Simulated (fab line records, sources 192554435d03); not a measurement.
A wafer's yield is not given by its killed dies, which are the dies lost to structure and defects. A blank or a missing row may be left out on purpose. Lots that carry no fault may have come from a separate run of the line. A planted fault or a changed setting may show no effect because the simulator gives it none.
Split-lot study + flow n5Finfet + route with 1938 steps; 7 lots, 21 wafers read

ON THE SPLIT
At N5_SD_EPI_N_EXPOSE_06 (exposes mask SD N BLK, target cd 120 nm), the setting doseMj was moved away from the recipe's 39.75 on 6 of the 21 wafers read, by -6.0% to +4.7%. All remaining wafers had this setting at the recipe value.

FROM THE SPLIT TO THE READING: what the file shows between them, 2 steps
- N5_SD_EPI_N_PEB_07: peb time 60 s
- N5_SD_EPI_N_DEVELOP_08: develop time 30 s

THE READING
cdNm, in nm, at N5_SD_EPI_N_CD_MEAS_09 (target cd 120 nm). On this fab line, fault-free wafers typically give 120.0 nm with a standard deviation of 0.95 nm.

| wafer  | tool, chamber at the split | doseMj as run | against the recipe | cdNm, nm | against lot-mates on the recipe |
|--------|----------------------------|---------------|--------------------|----------|---------------------------------|
| L076.2 | arfiScanner-01, 0          | 39.75         | recipe             | 121.7    | -                               |
| L076.3 | arfiScanner-01, 0          | 39.75         | recipe             | 121.8    | -                               |
| L076.4 | arfiScanner-01, 0          | 39.75         | recipe             | 121.1    | -                               |
| L080.1 | arfiScanner-01, 0          | 39.75         | recipe             | 120.2    | -                               |
| L080.4 | arfiScanner-01, 0          | 38.96         | -2.0%              | 118.7    | -1.8                            |
| L080.6 | arfiScanner-01, 0          | 39.75         | recipe             | 120.7    | -                               |
| L081.2 | arfiScanner-02, 0          | 37.37         | -6.0%              | 115.5    | -4.5                            |
| L081.4 | arfiScanner-02, 0          | 37.37         | -6.0%              | 115.1    | -4.9                            |
| L081.5 | arfiScanner-02, 0          | 39.75         | recipe             | 120.0    | -                               |
| L082.1 | arfiScanner-02, 0          | 41.4          | +4.2%              | 120.8    | +2.4                            |
| L082.2 | arfiScanner-02, 0          | 39.75         | recipe             | 117.8    | -                               |
| L082.6 | arfiScanner-02, 0          | 39.75         | recipe             | 119.0    | -                               |
| L088.2 | arfiScanner-02, 0          | 41.61         | +4.7%              | 121.9    | +1.6                            |
| L088.5 | arfiScanner-02, 0          | 39.75         | recipe             | 120.3    | -                               |
| L088.6 | arfiScanner-02, 0          | 41.61         | +4.7%              | 122.4    | +2.1                            |
| L095.2 | arfiScanner-01, 0          | 39.75         | recipe             | 120.7    | -                               |
| L095.3 | arfiScanner-01, 0          | 39.75         | recipe             | 120.1    | -                               |
| L095.4 | arfiScanner-01, 0          | 39.75         | recipe             | 120.7    | -                               |
| L097.2 | arfiScanner-03, 0          | 39.75         | recipe             | 120.4    | -                               |
| L097.4 | arfiScanner-03, 0          | 39.75         | recipe             | 120.0    | -                               |
| L097.5 | arfiScanner-03, 0          | 39.75         | recipe             | 120.1    | -                               |

THE FIT
A straight line over all 21 wafers: cdNm changes by +0.602 nm for each +1% of doseMj; r = +0.84; the points scatter about the line by 1.1 nm.
The same after taking each lot's own level away (the mean of its wafers on the recipe; 21 wafers): +0.636 nm for each +1%; r = +0.96; scatter 0.51 nm.
Per that fit: largest doseMj move, reading shift of 3.8 nm.
The span of the lots' own levels, 118.40 to 121.53 nm, comes to 3.3 times the standard deviation stated above.
So the lot-to-lot level changes the slope little: the two slopes agree.
Check: -3.83 nm against its lot-mates is what the line predicts for one of the wafers moved furthest among these (-6.0%) when that wafer is left out of the fit. Against them it came out at -4.5 nm.

OTHER SPLITS ON THESE WAFERS
Before the reading, these wafers also passed through other splits. Each is held against what the fit with the lots' levels taken away leaves over:
| other split on the same wafers          | wafers away from the commonest value | r with cdNm (lot level and that fit taken away) |
|-----------------------------------------|--------------------------------------|-------------------------------------------------|
| N5_WELL_APT_PEB_23 pebTempC             | 6                                    | +0.01                                           |
| N5_WELL_APT_DEVELOP_24 developTimeS     | 6                                    | -0.32                                           |
| N5_PMOS_HMC_CHANNEL_EPI_PEB_07 pebTempC | 6                                    | +0.04                                           |
| N5_FIN_SAQP_ETCH_65 timeS               | 3                                    | -0.06                                           |
| N5_DUMMY_GATE_COAT_28 spinRpm           | 6                                    | +0.30                                           |

THE WHOLE CHAIN: every reading that the file lists as answering this split, in the file's order
| step                   | what it does                                           | reading                                                        | change (the file's fit)               | r (the file's) |
|------------------------|--------------------------------------------------------|----------------------------------------------------------------|---------------------------------------|----------------|
| N5_SD_EPI_N_CD_MEAS_09 | target cd 120 nm                                       | cdNm                                                           | +0.633 nm for each +1% of the setting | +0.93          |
| N5_SD_EPI_N_DESCUM_14  | chemistry O2, time 7.9 s                               | SD_EPI_N.cdNm (the simulator's own value, which no gauge read) | +0.665 nm for each +1% of the setting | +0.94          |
| N5_SD_EPI_N_ETCH_34    | etches SiARC in CF4, target depth 45.5 nm, time 75.8 s | SD_EPI_N.cdNm (the simulator's own value, which no gauge read) | +0.713 nm for each +1% of the setting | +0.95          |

THE FILE'S OWN FIT
cdNm changes by +0.633 nm for each +1% of doseMj, r = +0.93.
